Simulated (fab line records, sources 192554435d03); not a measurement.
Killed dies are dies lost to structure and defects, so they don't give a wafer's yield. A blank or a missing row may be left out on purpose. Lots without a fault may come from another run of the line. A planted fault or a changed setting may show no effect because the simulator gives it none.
A struck lot beside a sound one | flow n5_finfet | 37 steps out of a route of 1938
Sound: wafers L854.2, L854.3, L854.5. Struck: wafers L850.2, L850.4, L850.6. The cause comes at the end.
At each step with rows: each side's tool, then ch and its chambers, then its first start. Under that, the readings that differ: sound wafers | struck wafers | difference of the means | sigmas: that difference in standard deviations of wafers without a fault.
alike: readings whose means differ by less than 2 such deviations, and words and numbers that are the same on both sides. not compared: withheld readings, readings that some wafer has no value for, bounds like >300 that may hide the same value, and numbers for which the record gives no deviation and whose values overlap.
The two part at a step that has a row with sigmas, a row that says differs or no value, or rows on one side only. Numbers that don't overlap but have no deviation are shown without sigmas and don't part them. A reading that every wafer of one side lacks parts them only if that side has two wafers or more.

first, 9 steps without rows for these wafers: N5_BEOL_M7_SURFACE_TREAT_79; N5_BEOL_M7_CVD_78 (deposits Co from CCTBA/H2, target thk 2 nm, time 142.3 s); N5_BEOL_M7_SPUTTER_48 (material Cu, target thk 10 nm, time 1.667 s); N5_BEOL_M7_ECD_50 (material Cu, target thk 300 nm); N5_BEOL_M7_ANNEAL_51 (time 90 s); N5_BEOL_M7_CMP_52 (polishes, stops on SiCOH lowk, t overpolish 6.9 s, target thk 80 nm); N5_BEOL_M7_PRE_CLEAN_55 (time 15 s); N5_BEOL_M7_DEP_56 (deposits SiCN from 3MS/NH3, target thk 10 nm, time 17.5 s); N5_BEOL_M8_ILD_DEP_00 (deposits SiCOH lowk from DEMS/porogen, target thk 179.75 nm, time 33.4 s).
N5_BEOL_M8_CURE_74: cures SiCOH lowk, time 240 s.
  sound on uv_cure-02 ch 2, day 13 17:10; struck on uv_cure-03 ch 2, day 12 09:09
  no value came back on the struck wafers for lamp_power_pct (%), run_length_s (s), wafer_temp_C_max; on the sound wafers lamp_power_pct (%) reads 52.34 52.26 52.31
  reading                                            | sound             | struck          | difference | sigmas
  model.SiCOH_lowk_of_BEOL_M8_ILD_DEP_00.thk_nm (nm) | 153.2 152.2 157.2 | 181.8 181 183.4 | +27.9      |
N5_BEOL_M8_THK_MEAS_01:
  sound on film_metro-02, day 13 17:36; struck on film_metro-01, day 12 09:35
  reading         | sound             | struck            | difference | sigmas
  M8_ILD_THK (nm) | 153.0 152.1 157.2 | 181.8 181.0 183.2 | +27.9      | +12
then, 24 steps without rows for these wafers: N5_BEOL_M8_PECVD_70 (deposits SiO2 from TEOS/O2, target thk 20 nm, time 22.7 s); N5_BEOL_M8_HM_DEP_02 (deposits TiN, target thk 20 nm); N5_BEOL_M8_COAT_59 (time 60 s, resist thk 100 nm); N5_BEOL_M8_COAT_60 (time 60 s, resist thk 35 nm); N5_BEOL_M8_COAT_05 (resist thk 90 nm); N5_BEOL_M8_EBR_07; N5_BEOL_M8_SOFTBAKE_06 (time 60 s); N5_BEOL_M8_EXPOSE_08 (exposes mask M8); N5_BEOL_M8_PEB_09 (peb time 60 s); N5_BEOL_M8_DEVELOP_10 (develop time 30 s); N5_BEOL_M8_DESCUM_16 (chemistry O2, time 7.9 s); N5_BEOL_M8_ETCH_61 (etches SiARC in CF4, target depth 45.5 nm, time 75.8 s); N5_BEOL_M8_ETCH_62 (etches SOC in N2/H2, target depth 110 nm, overetch 22 nm, time 165 s); N5_BEOL_M8_STRIP_68 (strips in N2/H2); N5_BEOL_M8_STRIP_67 (strips in CF4); N5_BEOL_M8_HM_OPEN_17 (chemistry Cl2/BCl3, target TiN, target depth 20 nm, overetch 6 nm); N5_BEOL_M8_STRIP_19 (strips in O2); N5_BEOL_M8_COAT_63 (time 60 s, resist thk 60 nm); N5_BEOL_M8_COAT_64 (time 60 s, resist thk 12 nm); N5_BEOL_M8_COAT_71 (time 60 s, resist thk 5 nm); N5_BEOL_M8_COAT_22 (resist thk 30 nm); N5_BEOL_M8_EBR_24; N5_BEOL_M8_SOFTBAKE_23 (time 60 s); N5_BEOL_M8_EXPOSE_25 (exposes mask V7, target cd 40 nm).
N5_BEOL_M8_CMP_52: polishes, stops on SiCOH lowk, t overpolish 6.9 s, target thk 80 nm.
  sound on cmp-01 ch 0,1,2, day 14 00:05; struck on cmp-01 ch 0,2, day 12 13:58
  reading                                            | sound             | struck          | difference | sigmas
  model.SiCOH_lowk_of_BEOL_M8_ILD_DEP_00.thk_nm (nm) | 150.2 149.2 154.2 | 178.8 178 180.4 | +27.9      |
  alike: clearing_platen_rpm, motor_current_A
then, 1 step without rows for these wafers: N5_PASSIVATION_PROBE_49.

WHERE THEY PART
First at N5_BEOL_M8_CURE_74; last, within this record, at N5_BEOL_M8_THK_MEAS_01. Later steps at which nothing parts them and some readings are alike: N5_BEOL_M8_CMP_52.

WHY: what the simulator had put in
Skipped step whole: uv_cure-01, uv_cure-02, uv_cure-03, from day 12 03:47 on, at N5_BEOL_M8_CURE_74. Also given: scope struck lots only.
